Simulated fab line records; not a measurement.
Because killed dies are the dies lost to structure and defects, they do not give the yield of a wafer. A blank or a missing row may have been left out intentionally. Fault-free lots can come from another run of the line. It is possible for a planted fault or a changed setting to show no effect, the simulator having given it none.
fab line records	flow nandHarc	part 1 of 2: steps 1 to 24 of 36
[record] lots = 5	wafers = 15	lastDay = 22
route steps=1159 shown A_CHANNEL_FILL_D1@492 A_STAIRCASE@519
lots with no fault: from the same line, run without faults
startH: hours from the record's opening day to when the first of the lot's shown wafers began	waitH: how many hours have passed since the lot's step before this one	" unchanged from the row above	L1.1+2: a row that stands for several wafers	- no value present, or no start provided	* or withheld: withheld	< > ~ a bound
route shown NAME@n: names a module that has steps shown in the file, with the first one's number in the route	usual: mean/standard deviation taken from wafers without a fault	same: alike in all rows	chamber/n: place in a boat	sites: each site's reading	_std_site: standard deviation of those values	_edge_site: inner sites' mean taken away from outer sites' mean	radiusMm: how far each site lies from the wafer's centre	mask NAME#n: copy n	behind: the most recent tool/chamber to have shaped the wafer	hold: the reason the lot was held/the length of the hold in hours/how it ended	device: transistor that didn't switch, given as n, p or np	end of line: the route-end tests of the same wafers	step lacking rows: just its recipe	killed: dies lost to structure and defects at the first sort, not the wafer's yield	map: a wafer's dies, x killed, . not, _ none there
set.NAME: setting as actually run; set.NAME@STEP: the setting as run at that earlier step	model.NAME: the simulator's own value behind a step, which no gauge read
lots at selected steps of the route; one table per step, one row per wafer
services: when a tool's chamber went out of use (startH, in hours from the record's first day, below 0 if earlier), for how many hours, and the reason
[[steps]]
[step NHARC_A_CHANNEL_FILL_D1_ALD_02]
[recipe] targetThkA = 60	pulseTimeS = 10	aldCycles = 60	tempC = 300	material = SiO2
[usual] heaterPowerW = 427/29	precursorPulseHeightRel = 1.001/0.02
[same] pulseTimeS = 10
lot.wafer	tool	chamber	startH	waitH	heaterPowerW	precursorPulseHeightRel
L075.4	aldHk-02	2	189.89	-	446	1.003
L075.1	"	3	"	"	435	1.015
L075.5	"	2	"	"	434	0.964
L077.1	aldHk-03	0	196.77	-	434	0.971
L077.2	"	1	"	"	374	1.007
L077.6	"	2	"	"	465	1.006
L083.2	aldHk-03	0	228.06	-	430	1.021
L083.1	"	1	"	"	382	0.963
L083.5	"	2	"	"	467	1.011
L088.1	aldHk-01	2	274.19	-	378	0.984
L088.3	"	3	"	"	397	1.006
L088.4	"	1	"	"	461	0.978
L091.4	aldHk-01	2	281.69	-	377	1.017
L091.2	"	1	"	"	482	0.996
L091.6	"	2	"	"	377	1.069
[step NHARC_A_CHANNEL_FILL_D1_ALD_03]
[recipe] targetThkA = 60	pulseTimeS = 60	aldCycles = 58	tempC = 630	pressureTorr = 2	material = SiNx
[usual] precursorPulseHeightRel = 1.003/0.019
[same] pulseTimeS = 60
lot.wafer	tool	chamber	startH	waitH	precursorPulseHeightRel
L075.1	aldSinBatch-01	0	-	-	0.990
L075.4	"	0	"	"	1.015
L075.5	"	0	"	"	1.000
L077.1	aldSinBatch-01	0	-	-	1.013
L077.2	"	0	"	"	1.025
L077.6	"	0	"	"	0.985
L083.1	aldSinBatch-03	0	-	-	1.016
L083.2	"	0	"	"	1.010
L083.5	"	0	"	"	0.988
L088.1	aldSinBatch-01	0	-	-	1.005
L088.3	"	0	"	"	1.005
L088.4	"	0	"	"	0.991
L091.2	aldSinBatch-02	0	-	-	1.004
L091.4	"	0	"	"	1.000
L091.6	"	0	"	"	0.972
[step NHARC_A_CHANNEL_FILL_D1_ALD_14]
[recipe] targetThkA = 25	pulseTimeS = 10	aldCycles = 25	tempC = 300	material = SiO2
[usual] heaterPowerW = 429/29	precursorPulseHeightRel = 1.001/0.02
[same] pulseTimeS = 10
lot.wafer	tool	chamber	startH	waitH	heaterPowerW	precursorPulseHeightRel
L075.4	aldHk-01	1	196.13	0.1	485	1.011
L075.1	"	2	"	"	392	0.958
L075.5	"	0	"	"	467	1.007
L077.1	aldHk-02	0	202.92	0.0	419	0.998
L077.2	"	3	"	"	433	0.969
L077.6	"	0	"	"	405	1.041
L083.2	aldHk-02	3	235.65	2.6	436	0.999
L083.1	"	2	"	"	453	1.021
L083.5	"	0	"	"	418	0.989
L088.1	aldHk-01	1	281.28	0.1	467	0.984
L088.3	"	2	"	"	375	1.008
L088.4	"	3	"	"	390	1.012
L091.2	aldHk-01	0	288.71	0.0	440	1.052
L091.4	"	2	"	"	381	0.981
L091.6	"	1	"	"	471	1.018
[step NHARC_A_CHANNEL_FILL_D1_ALD_15]
[recipe] targetThkA = 20	pulseTimeS = 60	aldCycles = 19	tempC = 630	pressureTorr = 2	material = SiNx
[usual] precursorPulseHeightRel = 1.001/0.018
[same] pulseTimeS = 60
lot.wafer	tool	chamber	startH	waitH	precursorPulseHeightRel
L075.1	aldSinBatch-02	0	-	-	0.969
L075.4	"	0	"	"	0.974
L075.5	"	0	"	"	0.989
L077.1	aldSinBatch-02	0	-	-	0.995
L077.2	"	0	"	"	0.976
L077.6	"	0	"	"	0.983
L083.1	aldSinBatch-01	0	-	-	0.970
L083.2	"	0	"	"	1.009
L083.5	"	0	"	"	1.018
L088.1	aldSinBatch-01	0	-	-	1.018
L088.3	"	0	"	"	0.994
L088.4	"	0	"	"	0.977
L091.2	aldSinBatch-01	0	-	-	1.041
L091.4	"	0	"	"	1.006
L091.6	"	0	"	"	1.001
[step NHARC_A_CHANNEL_FILL_D1_ALD_16]
[recipe] targetThkA = 15	pulseTimeS = 10	aldCycles = 15	tempC = 300	material = SiO2
[usual] heaterPowerW = 426/31	precursorPulseHeightRel = 0.999/0.021
[same] pulseTimeS = 10
lot.wafer	tool	chamber	startH	waitH	heaterPowerW	precursorPulseHeightRel
L075.4	aldHk-03	0	201.27	0.1	436	0.987
L075.1	"	2	"	"	456	0.999
L075.5	"	3	"	"	429	0.985
L077.2	aldHk-02	2	208.11	0.0	454	1.019
L077.1	"	1	"	"	434	1.008
L077.6	"	3	"	"	443	0.991
L083.2	aldHk-02	1	240.96	0.4	439	1.018
L083.1	"	3	"	"	439	0.989
L083.5	"	1	"	"	447	1.043
L088.4	aldHk-01	1	286.41	0.0	472	1.014
L088.1	"	2	"	"	383	0.998
L088.3	"	0	"	"	431	1.021
L091.2	aldHk-01	3	293.87	0.0	389	0.972
L091.4	"	1	"	"	466	0.973
L091.6	"	3	"	"	388	1.019
[step NHARC_A_CHANNEL_FILL_D1_ANNEAL_17]
[recipe] tempC = 850	timeS = 1800
lot.wafer	tool	chamber	startH	waitH
L075.1+4+5	furnace-03	0	204.40	-
L077.1+2+6	furnace-02	0	211.27	-
L083.1+2+5	furnace-08	0	244.18	3.1
L088.1+3+4	furnace-02	0	289.58	-
L091.2+4+6	furnace-03	0	294.57	-
[step NHARC_A_CHANNEL_FILL_D1_CVD_18]
[recipe] targetThkA = 30	tempC = 550	material = poly-Si
lot.wafer	tool	chamber	startH	waitH
L075.1+4+5	lpcvdPoly-02	0	210.72	-
L077.1+2+6	lpcvdPoly-02	0	217.62	-
L083.1+2+5	lpcvdPoly-02	0	250.51	-
L088.1+3+4	lpcvdPoly-02	0	295.96	-
L091.2+4+6	lpcvdPoly-01	0	301.16	-
[step NHARC_A_CHANNEL_FILL_D1_ETCHBACK_19]
[recipe] targetDepthA = 50	timeS = 1.7	hbrFlowSccm = 150	cl2FlowSccm = 50	rfW = 400	icpW = 400	biasW = 100	chemistry = HBr/Cl2
[usual] biasW = 100.01/0.28	drypumpMotorCurrentA = 5.9/0.55	hbrFlowSccm = 150.0/0.46	oesProductAu = 0.996/0.0081	throttleValvePct = 26.406/0.0086
lot.wafer	tool	chamber	startH	waitH	biasW	drypumpMotorCurrentA	hbrFlowSccm	oesProductAu	rfHoursCounterH	throttleValvePct
L075.1	rieSi-06	0	212.81	0.4	99.67	5.9	149.9	0.994	0.1	26.414
L075.4	"	1	"	"	100.05	5.7	150.1	0.986	0.2	26.402
L075.5	"	0	"	"	99.83	5.9	149.9	0.997	-	26.394
L077.2	rieSi-01	3	219.67	0.4	99.91	4.9	150.2	0.994	0.3	26.403
L077.1	"	2	"	"	100.25	5.8	149.6	0.995	0.3	26.398
L077.6	"	0	"	"	99.86	6.3	150.6	0.991	-	26.406
L083.1	rieSi-06	3	252.59	0.4	99.95	6.8	149.6	1.004	0.5	26.403
L083.2	"	0	"	"	99.53	5.9	149.8	0.993	0.5	26.422
L083.5	"	0	"	"	99.45	5.9	149.5	0.995	-	26.410
L088.4	rieSi-06	2	298.02	0.4	99.96	6.1	149.4	0.985	1.0	26.404
L088.3	"	0	"	"	99.27	5.9	151.2	0.998	0.9	26.420
L088.1	"	1	"	"	99.74	5.6	149.6	0.988	1.0	26.413
L091.4	rieSi-06	0	303.27	0.4	99.85	5.9	150.3	0.995	0.9	26.413
L091.2	"	2	"	"	100.19	6.2	150.0	0.996	1.0	26.418
L091.6	"	0	"	"	100.07	5.9	150.4	0.997	-	26.400
[step NHARC_A_CHANNEL_FILL_D1_ETCHBACK_20]
[recipe] targetDepthA = 270	timeS = 13.5	c4f8FlowSccm = withheld	o2FlowSccm = 8	arFlowSccm = withheld	rfW = 600	biasW = 1500	chemistry = C4F8/O2/Ar
[usual] biasW = 1501/4.4	oesProductAu = 0.96/0.036	rfVppV = 981/4.4
lot.wafer	tool	chamber	startH	waitH	biasW	oesProductAu	rfHoursCounterH	rfVppV
L075.4	rieDiel-03	1	212.93	-	1495	0.93	5	986
L075.1	"	2	"	"	1510	0.93	5	986
L075.5	"	0	"	"	1497	0.92	-	985
L077.2	rieDiel-08	2	219.79	-	1502	0.92	2	978
L077.1	"	1	"	"	1503	0.93	2	982
L077.6	"	3	"	"	1505	0.92	-	981
L083.1	rieDiel-03	1	252.72	-	1500	0.97	1	986
L083.2	"	3	"	"	1495	0.97	1	979
L083.5	"	1	"	"	1501	0.99	-	985
L088.1	rieDiel-08	2	298.16	-	1503	1.00	4	980
L088.4	"	3	"	"	1503	0.99	4	982
L088.3	"	0	"	"	1507	0.99	4	986
L091.2	rieDiel-07	0	303.39	-	1499	0.99	8	973
L091.4	"	2	"	"	1501	0.99	11	980
L091.6	"	1	"	"	1499	1.00	-	972
[step NHARC_A_CHANNEL_FILL_D1_STRIP_28]
[recipe] timeS = 20	o2FlowSccm = 500	arFlowSccm = 0	biasW = 0	chemistry = O2
[usual] drypumpMotorCurrentA = 5.57/0.28	oesProductAu = 0.997/0.0068	rfVppV = 57.9/0.81	showerheadPlenumPTorr = 3.60/0.12	throttleValvePct = 17.036/0.0087
[same] biasW = 0
lot.wafer	tool	chamber	startH	waitH	drypumpMotorCurrentA	oesProductAu	rfHoursCounterH	rfVppV	showerheadPlenumPTorr	throttleValvePct
L075.1	rieDiel-03	2	213.01	0.1	5.75	1.000	5	58.0	3.74	17.029
L075.4	"	1	"	"	5.43	1.002	5	59.1	3.70	17.032
L075.5	"	2	"	"	5.74	1.001	-	58.8	3.74	17.038
L077.2	rieDiel-08	2	219.89	0.1	5.24	1.004	2	58.0	3.55	17.033
L077.1	"	0	"	"	5.24	1.000	2	58.2	3.71	17.036
L077.6	"	1	"	"	5.16	1.010	-	59.1	3.61	17.036
L083.2	rieDiel-03	1	252.80	0.1	5.45	0.998	1	59.5	3.70	17.042
L083.1	"	3	"	"	5.51	0.995	1	57.2	3.55	17.027
L083.5	"	2	"	"	5.74	0.994	-	57.0	3.74	17.050
L088.1	rieDiel-08	1	298.24	0.1	5.16	0.994	4	58.5	3.61	17.029
L088.3	"	3	"	"	6.11	0.996	4	57.8	3.62	17.021
L088.4	"	0	"	"	5.22	0.998	4	56.4	3.71	17.030
L091.4	rieDiel-07	1	303.50	0.1	5.87	1.004	12	58.2	3.36	17.054
L091.2	"	3	"	"	5.57	0.994	12	58.4	3.57	17.038
L091.6	"	1	"	"	5.85	0.991	-	57.6	3.36	17.046
[step NHARC_A_CHANNEL_FILL_D1_PRECLEAN_21]
[recipe] timeS = 30	chemistry = dHF
lot.wafer	tool	chamber	startH	waitH
L075.4+1+5	wetBench-04	6,0,1	213.12	-
L077.1+6+2	wetBench-06	1,3,4	219.99	-
L083.5+1+2	wetBench-04	0,4,5	252.90	-
L088.4+1+3	wetBench-06	3,6,7	298.34	-
L091.6+4+2	wetBench-06	2,4,6	303.60	-
[step NHARC_A_CHANNEL_FILL_D1_SRD_23]
lot.wafer	tool	chamber	startH	waitH
L075.4+1+5	wetBench-04	6,0,1	213.14	0.0
L077.1+6+2	wetBench-06	1,3,4	220.01	0.0
L083.5+1+2	wetBench-04	0,4,5	252.93	0.0
L088.4+1+3	wetBench-06	3,6,7	298.36	0.0
L091.6+4+2	wetBench-06	2,4,6	303.63	0.0
[step NHARC_A_CHANNEL_FILL_D1_CVD_05]
[recipe] targetThkA = 50	tempC = 550	material = poly-Si
lot.wafer	tool	chamber	startH	waitH
L075.1+4+5	lpcvdPoly-02	0	215.40	2.3
L077.1+2+6	lpcvdPoly-02	0	222.26	2.3
L083.1+2+5	lpcvdPoly-01	0	255.36	2.4
L088.1+3+4	lpcvdPoly-03	0	300.79	2.4
L091.2+4+6	lpcvdPoly-03	0	306.03	2.4
[step NHARC_A_CHANNEL_FILL_D1_ANNEAL_22]
[recipe] tempC = 620	timeS = 7200
lot.wafer	tool	chamber	startH	waitH
L075.1+4+5	furnace-02	0	220.51	3.3
L077.1+2+6	furnace-08	0	227.65	3.5
L083.1+2+5	furnace-02	0	260.61	3.4
L088.1+3+4	furnace-02	0	305.90	3.3
L091.2+4+6	furnace-02	0	311.16	3.3
[step NHARC_A_CHANNEL_FILL_D1_ALD_25]
[recipe] targetThkA = 600	pulseTimeS = 10	aldCycles = 600	tempC = 300	material = SiOx
[usual] heaterPowerW = 429/29	precursorPulseHeightRel = 0.999/0.021
[same] pulseTimeS = 10
lot.wafer	tool	chamber	startH	waitH	heaterPowerW	precursorPulseHeightRel
L075.4	aldHk-02	0	224.54	0.0	412	0.998
L075.1	"	1	"	"	441	1.022
L075.5	"	0	227.01	2.5	416	1.019
L077.2	aldHk-03	2	231.80	0.1	457	0.997
L077.1	"	1	233.65	2.0	382	0.980
L077.6	"	3	234.89	3.2	431	1.002
L083.1	aldHk-02	3	265.32	0.7	434	0.996
L083.2	"	0	"	"	407	1.030
L083.5	"	2	267.18	2.5	437	0.995
L088.3	aldHk-03	3	310.43	0.5	430	1.029
L088.4	"	0	"	"	458	1.001
L088.1	"	1	"	"	393	0.989
L091.2	aldHk-02	2	317.03	2.0	412	1.022
L091.4	"	3	"	"	400	1.013
L091.6	"	1	318.87	3.8	443	1.012
[step NHARC_A_CHANNEL_FILL_D1_ETCHBACK_08]
[recipe] targetDepthA = 2200	timeS = 110	c4f8FlowSccm = 20	arFlowSccm = withheld	rfW = 600	biasW = 300	chemistry = C4F8
[usual] oesProductAu = 0.96/0.039	rfVppV = 442.7/1.6
lot.wafer	tool	chamber	startH	waitH	oesProductAu	rfHoursCounterH	rfVppV
L075.1	rieDiel-03	2	-	-	1.00	0.3	443.8
L075.4	"	3	"	"	1.01	0.3	441.8
L075.5	"	1	"	"	1.00	-	442.6
L077.2	rieDiel-08	0	-	-	0.92	2.7	443.3
L077.1	"	1	"	"	0.92	2.5	441.4
L077.6	"	0	"	"	0.91	-	444.2
L083.2	rieDiel-08	3	-	-	0.93	3.3	443.3
L083.1	"	0	"	"	0.91	3.4	441.9
L083.5	"	1	"	"	0.93	-	440.9
L088.4	rieDiel-03	2	-	-	0.99	3.0	444.2
L088.1	"	3	"	"	1.00	2.9	440.9
L088.3	"	0	"	"	1.00	3.1	443.4
L091.4	rieDiel-03	3	-	-	0.93	3.2	442.9
L091.2	"	0	"	"	0.92	3.4	443.2
L091.6	"	3	"	"	0.94	-	441.2
[step NHARC_A_CHANNEL_FILL_D1_STRIP_29]
[recipe] timeS = 20	o2FlowSccm = 500	arFlowSccm = 0	biasW = 0	chemistry = O2
[usual] drypumpMotorCurrentA = 5.5/0.31	oesProductAu = 0.999/0.0069	rfVppV = 57.9/0.93	showerheadPlenumPTorr = 3.64/0.075	throttleValvePct = 17.035/0.0096
[same] biasW = 0
lot.wafer	tool	chamber	startH	waitH	drypumpMotorCurrentA	oesProductAu	rfHoursCounterH	rfVppV	showerheadPlenumPTorr	throttleValvePct
L075.4	rieDiel-03	2	-	-	5.7	0.996	0.3	59.0	3.74	17.034
L075.1	"	0	"	"	5.5	1.001	0.4	57.5	3.70	17.035
L075.5	"	1	"	"	5.5	1.003	-	57.0	3.70	17.027
L077.2	rieDiel-08	3	-	-	6.1	0.990	2.7	58.0	3.62	17.030
L077.1	"	1	"	"	5.1	1.002	2.6	57.4	3.61	17.058
L077.6	"	0	"	"	5.2	0.998	-	58.8	3.71	17.043
L083.1	rieDiel-08	3	-	-	6.1	1.000	3.4	58.0	3.62	17.036
L083.2	"	1	"	"	5.1	0.996	3.2	57.4	3.61	17.035
L083.5	"	3	"	"	6.1	0.990	-	57.4	3.62	17.033
L088.3	rieDiel-03	2	-	-	5.8	0.996	3.0	58.4	3.74	17.027
L088.4	"	3	"	"	5.5	1.000	2.9	57.3	3.55	17.043
L088.1	"	0	"	"	5.5	0.998	3.1	58.9	3.70	17.044
L091.4	rieDiel-03	2	-	-	5.7	0.993	3.4	56.0	3.74	17.040
L091.2	"	0	"	"	5.5	1.004	3.4	57.6	3.70	17.048
L091.6	"	1	"	"	5.5	1.006	-	57.2	3.70	17.031
[step NHARC_A_CHANNEL_FILL_D1_PRECLEAN_30]
[recipe] timeS = 30	chemistry = dHF
lot.wafer	tool	chamber	startH	waitH
L075.4+1+5	wetBench-04	2,6,7	230.34	-
L077.1+2+6	wetBench-04	6,0,1	237.61	-
L083.1+5+2	wetBench-03	3,5,7	270.52	-
L088.4+1+3	wetBench-03	6,7,1	316.19	-
L091.4+2+6	wetBench-04	5,0,2	321.58	-
[step NHARC_A_CHANNEL_FILL_D1_SRD_31]
lot.wafer	tool	chamber	startH	waitH
L075.4+1+5	wetBench-04	2,6,7	230.36	0.0
L077.1+2+6	wetBench-04	6,0,1	237.63	0.0
L083.1+5+2	wetBench-03	3,5,7	270.55	0.0
L088.4+1+3	wetBench-03	6,7,1	316.22	0.0
L091.4+2+6	wetBench-04	5,0,2	321.60	0.0
[step NHARC_A_CHANNEL_FILL_D1_CVD_09]
[recipe] targetThkA = 1500	tempC = 620	pressureMtorr = 200	timeS = 3000	material = poly-Si
[usual] pressureMtorr = 200.1/0.41
lot.wafer	tool	chamber	startH	waitH	pressureMtorr
L075.1	lpcvdPoly-03	0	232.79	2.4	199.7
L075.4	"	0	"	"	199.7
L075.5	"	0	"	"	199.7
L077.1	lpcvdPoly-01	0	239.99	2.4	200.7
L077.2	"	0	"	"	199.8
L077.6	"	0	"	"	200.2
L083.1	lpcvdPoly-01	0	272.98	2.4	200.0
L083.2	"	0	"	"	199.7
L083.5	"	0	"	"	199.9
L088.1	lpcvdPoly-02	0	318.49	2.3	199.8
L088.3	"	0	"	"	200.6
L088.4	"	0	"	"	199.8
L091.2	lpcvdPoly-02	0	323.18	1.6	200.0
L091.4	"	0	"	"	199.9
L091.6	"	0	"	"	200.5
[step NHARC_A_CHANNEL_FILL_D1_CMP_10]
[recipe] targetThkNm = 150
[usual] edgeZonePressureFrac = 1.000/0.005	motorCurrentA = 11.7/0.88	timeToEndpointS = 14.8/2
lot.wafer	tool	chamber	startH	waitH	edgeZonePressureFrac	motorCurrentA	timeToEndpointS
L075.4	cmp-04	3	236.01	0.4	0.993	10.7	16.3
L075.1	"	2	"	"	0.999	10.9	14.8
L075.5	"	3	"	"	0.997	10.7	16.6
L077.2	cmp-04	2	243.24	0.4	1.007	10.9	14.9
L077.1	"	1	"	"	0.999	10.7	15.2
L077.6	"	3	"	"	1.007	11.4	14.1
L083.2	cmp-01	0	276.18	0.4	1.000	11.5	15.3
L083.1	"	2	"	"	0.998	11.2	12.9
L083.5	"	0	"	"	1.005	10.9	14.1
L088.3	cmp-04	2	321.65	0.4	1.000	11.5	14.2
L088.1	"	3	"	"	1.003	11.0	13.2
L088.4	"	0	"	"	0.988	12.4	13.8
L091.4	cmp-03	0	326.55	0.5	0.995	10.7	17.7
L091.2	"	1	"	"	0.998	12.8	12.0
L091.6	"	0	"	"	1.001	10.6	14.2
[step NHARC_A_CHANNEL_FILL_D1_SRD_12]
lot.wafer	tool	chamber	startH	waitH
L075.4+5+1	wetBench-06	5,6,7	236.31	0.0
L077.6+2+1	wetBench-03	3,4,6	243.53	0.0
L083.1+2+5	wetBench-03	1,2,4	276.45	0.0
L088.3+1+4	wetBench-04	4,5,7	321.93	0.0
L091.6+2+4	wetBench-06	0,1,2	326.82	0.0
[step NHARC_A_CHANNEL_FILL_D1_RTA_24]
[recipe] tempC = 1000	timeS = 5
[usual] lampPowerPct = 30.1/1.9	lamp_zone_2_pct = 30.1/1.9	lamp_zone_6_pct = 30.1/1.9	wafer_temp_C_max = 1005.9/1.2
lot.wafer	tool	chamber	startH	waitH	lampPowerPct	lamp_zone_2_pct	lamp_zone_6_pct	wafer_temp_C_max
L075.1	rtpAnneal-02	0	236.42	0.0	28.2	28.3	28.2	1007.3
L075.4	"	0	"	"	28.2	28.2	28.2	1005.9
L075.5	"	0	"	"	28.2	28.2	28.2	1006.7
L077.1	rtpAnneal-01	0	243.68	0.0	31.9	32.0	31.9	1004.6
L077.2	"	0	"	"	32.0	32.0	31.9	1005.1
L077.6	"	0	"	"	32.0	32.0	31.9	1005.8
L083.1	rtpAnneal-02	0	276.57	0.0	28.2	28.2	28.2	1005.2
L083.2	"	0	"	"	28.2	28.2	28.2	1006.5
L083.5	"	0	"	"	28.3	28.2	28.1	1004.4
L088.1	rtpAnneal-02	0	322.04	0.0	28.2	28.2	28.2	1005.0
L088.3	"	0	"	"	28.2	28.2	28.2	1006.3
L088.4	"	0	"	"	28.3	28.2	28.1	1005.0
L091.2	rtpAnneal-02	0	327.05	0.2	28.2	28.2	28.2	1006.8
L091.4	"	0	"	"	28.2	28.2	28.2	1007.6
L091.6	"	0	"	"	28.2	28.2	28.2	1005.2
[step NHARC_A_CHANNEL_FILL_D1_INSPECT_13]
[usual] rawDefectCount = 276/93
lot.wafer	tool	chamber	startH	waitH	rawDefectCount
L075.1	defectInspect-02	-	236.62	0.2	256
L075.4	"	-	"	"	333
L075.5	"	-	"	"	178
L077.1	defectInspect-01	-	243.87	0.2	215
L077.2	"	-	"	"	141
L077.6	"	-	"	"	293
L083.1	defectInspect-02	-	276.77	0.2	266
L083.2	"	-	"	"	224
L083.5	"	-	"	"	180
L088.1	defectInspect-01	-	322.24	0.2	235
L088.3	"	-	"	"	371
L088.4	"	-	"	"	244
L091.2	defectInspect-02	-	327.23	0.1	216
L091.4	"	-	"	"	188
L091.6	"	-	"	"	254
